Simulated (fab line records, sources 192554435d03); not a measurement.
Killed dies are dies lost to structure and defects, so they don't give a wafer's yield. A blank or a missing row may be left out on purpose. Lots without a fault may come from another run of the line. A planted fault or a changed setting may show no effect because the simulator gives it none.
A struck lot beside a sound one | flow n5_finfet | 38 steps out of a route of 1938
Sound: wafers L301.1, L301.3, L301.6. Struck: wafer L311.6. (L311.1 of the same lot was not struck and is left out.) The cause comes at the end.
At each step with rows: each side's tool, then ch and its chambers, then its first start. Under that, the readings that differ: sound wafers | struck wafers | difference of the means | sigmas: that difference in standard deviations of wafers without a fault.
alike: readings whose means differ by less than 2 such deviations, and words and numbers that are the same on both sides. not compared: withheld readings, readings that some wafer has no value for, bounds like >300 that may hide the same value, and numbers for which the record gives no deviation and whose values overlap.
The two part at a step that has a row with sigmas, a row that says differs or no value, or rows on one side only. Numbers that don't overlap but have no deviation are shown without sigmas and don't part them. A reading that every wafer of one side lacks parts them only if that side has two wafers or more.

first, 9 steps without rows for these wafers: N5_BEOL_M7_DESCUM_33 (chemistry O2, time 7 s); N5_BEOL_M7_ETCH_72 (etches underlayer in N2/H2, target depth 6.5 nm, time 5.2 s); N5_BEOL_M7_ETCH_65 (etches SiARC in CF4, target depth 15.6 nm, time 26 s); N5_BEOL_M7_ETCH_66 (etches SOC in N2/H2, target depth 80 nm, overetch 16 nm, time 120 s); N5_BEOL_M7_STRIP_69 (strips in N2/H2); N5_BEOL_M7_STRIP_73 (strips in N2/H2); N5_BEOL_M7_VIA_ETCH_34 (etches SiCOH lowk in C4F6/O2, target depth 125.5 nm, time 50.5 s); N5_BEOL_M7_STRIP_76 (strips in C4F6/O2); N5_BEOL_M7_STRIP_36 (strips in N2/H2).
N5_BEOL_M7_TRENCH_ETCH_37: etches SiCOH lowk in C4F6/O2, target depth 93.478 nm, time 31.2 s.
  sound on rie_diel-06 ch 0,3, day 10 14:20; struck on rie_diel-06 ch 1, day 12 20:59
  reading                                    | sound             | struck | difference | sigmas
  run_length_s (s)                           | 54.5 54.3 53.8    | 62.4   | +8.2       | +17
  showerhead_plenum_p_Torr (Torr)            | 2.73 2.76 2.76    | 3.02   | +0.27      | +3
  model.etch.depth_nm (nm)                   | 93.65 92.36 92.04 | 120    | +27        |
  model.BEOL_M7.feature_depth_nm (nm)        | 93.6 92.4 92      | 120    | +27        |
  model.TiN_of_BEOL_M7_HM_DEP_02.thk_nm (nm) | 17.4 17.6 17.2    | 16.6   | -0.8       |
  alike: bias_w, drypump_motor_current_A, oes_f_703_au, oes_product_au, rf_vpp_V, throttle_valve_pct
  not compared: rf_hours_counter_h
then, 2 steps without rows for these wafers: N5_BEOL_M7_ETCH_41 (etches SiCN in CH3F/O2, target depth 31.9 nm, time 57.8 s); N5_BEOL_M7_STRIP_80 (strips in N2/H2, time 10 s).
N5_BEOL_M7_OCD_MEAS_38:
  sound on ocd-02, day 10 14:34; struck on ocd-02, day 12 21:09
  reading              | sound          | struck | difference | sigmas
  trench_depth_nm (nm) | 93.5 91.9 92.4 | 120.1  | +27.5      | +18
then, 13 steps without rows for these wafers: N5_BEOL_M7_HM_STRIP_39 (strips TiN in peroxide tin strip, target depth 25 nm, time 158 s); N5_BEOL_M7_SRD_40 (time 30 s); N5_BEOL_M7_PRECLEAN_42 (cleans in residue remover, time 60 s); N5_BEOL_M7_SRD_43 (time 30 s); N5_BEOL_M7_CURE_75 (cures SiCOH lowk, time 120 s); N5_BEOL_M7_DEGAS_44 (time 60 s); N5_BEOL_M7_PRE_CLEAN_45 (time 30 s); N5_BEOL_M7_ALD_77 (deposits TaN, target thk 2 nm, pulse time 2 s, purge time 3 s); N5_BEOL_M7_SURFACE_TREAT_79; N5_BEOL_M7_CVD_78 (deposits Co from CCTBA/H2, target thk 2 nm, time 142.3 s); N5_BEOL_M7_SPUTTER_48 (material Cu, target thk 10 nm, time 1.667 s); N5_BEOL_M7_ECD_50 (material Cu, target thk 300 nm); N5_BEOL_M7_ANNEAL_51 (time 90 s).
N5_BEOL_M7_CMP_52: polishes, stops on SiCOH lowk, t overpolish 6.9 s, target thk 80 nm.
  sound on cmp-04 ch 1,2, day 10 18:34; struck on cmp-04 ch 1, day 12 23:07
  reading                                | sound          | struck | difference | sigmas
  model.Cu_of_BEOL_M7_ECD_50.thk_nm (nm) | 79.6 80.2 77.6 | 106.2  | +27.1      |
  alike: barrier_field_endpoint_s, motor_current_A, overpolish_run_s, platen_rpm, slurry_flow_ml_min, time_to_endpoint_s
N5_BEOL_M7_THK_MEAS_53: measures by xrf.
  sound on film_metro-01, day 10 18:53; struck on film_metro-02, day 12 23:18
  reading     | sound          | struck | difference | sigmas
  M7_THK (nm) | 78.0 78.8 76.0 | 105.5  | +27.9      | +13
then, 2 steps without rows for these wafers: N5_BEOL_M7_PRE_CLEAN_55 (time 15 s); N5_BEOL_M7_DEP_56 (deposits SiCN from 3MS/NH3, target thk 10 nm, time 17.5 s).
N5_BEOL_M7_RS_MEAS_57: measures by four-point-probe.
  sound on film_metro-02, day 10 19:02; struck on film_metro-01, day 12 23:26
  reading        | sound             | struck | difference | sigmas
  M7_RS (ohm/sq) | 0.287 0.284 0.296 | 0.206  | -0.083     | -9
then, 5 steps without rows for these wafers: N5_BEOL_M8_ILD_DEP_00 (deposits SiCOH lowk from DEMS/porogen, target thk 179.75 nm, time 33.4 s); N5_BEOL_M8_CURE_74 (cures SiCOH lowk, time 240 s); N5_BEOL_M8_PECVD_70 (deposits SiO2 from TEOS/O2, target thk 20 nm, time 22.7 s); N5_BEOL_M8_HM_DEP_02 (deposits TiN, target thk 20 nm); N5_BEOL_M8_COAT_59 (time 60 s, resist thk 100 nm).
-- the record jumps here: 3 days lie between the struck wafers' starts before and after (it left off in module BEOL_M8 and takes up again in module BEOL_M15, whose first step shown is number 1830 of the route) --
N5_BEOL_M15_RC_MEAS_101:
  sound on prober-01 ch 0, day 13 21:14; struck on prober-02 ch 0, day 15 14:25
  reading                   | sound                 | struck   | difference | sigmas
  COMB_M12 (S/m)            | 4.3e-12 7e-12 4.7e-12 | 1.11e-11 | +5.77e-12  | +4
  SERP_M7 (ohm/um)          | 14.2 14.3 15.5        | 10.4     | -4.3       | -6
  SERP_M7_max_site (ohm/um) | 14.7 14.7 15.8        | 10.8     | -4.3       | -5
  alike: etest_temp_c, COMB_M10, COMB_M11, COMB_M13, COMB_M14, COMB_M15, COMB_M5, COMB_M6, COMB_M8, COMB_M9, SERP_M10, SERP_M11, SERP_M12, SERP_M13, SERP_M14, SERP_M5, SERP_M6, SERP_M6_max_site, SERP_M8, SERP_M9
N5_PASSIVATION_PROBE_49:
  sound on prober-01, day 14 10:07; struck on prober-02, day 16 07:58
  alike: defect_limited_yield, killed_at_M0_to_M3, killed_at_M4_up, killed_at_contacts, killed_at_front_end, killed_at_other, killed_dies, killed_open, killed_short, sort_bin_5_function, sort_bin_6_memory, sort_n_pass, sort_yield_pct

WHERE THEY PART
First at N5_BEOL_M7_TRENCH_ETCH_37; last, within this record, at N5_BEOL_M15_RC_MEAS_101. Later steps at which nothing parts them and some readings are alike: N5_PASSIVATION_PROBE_49.

WHY: what the simulator had put in
Process parameter drift: rie_diel-06, from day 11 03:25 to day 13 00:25, at N5_BEOL_M7_TRENCH_ETCH_37. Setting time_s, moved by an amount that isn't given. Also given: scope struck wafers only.
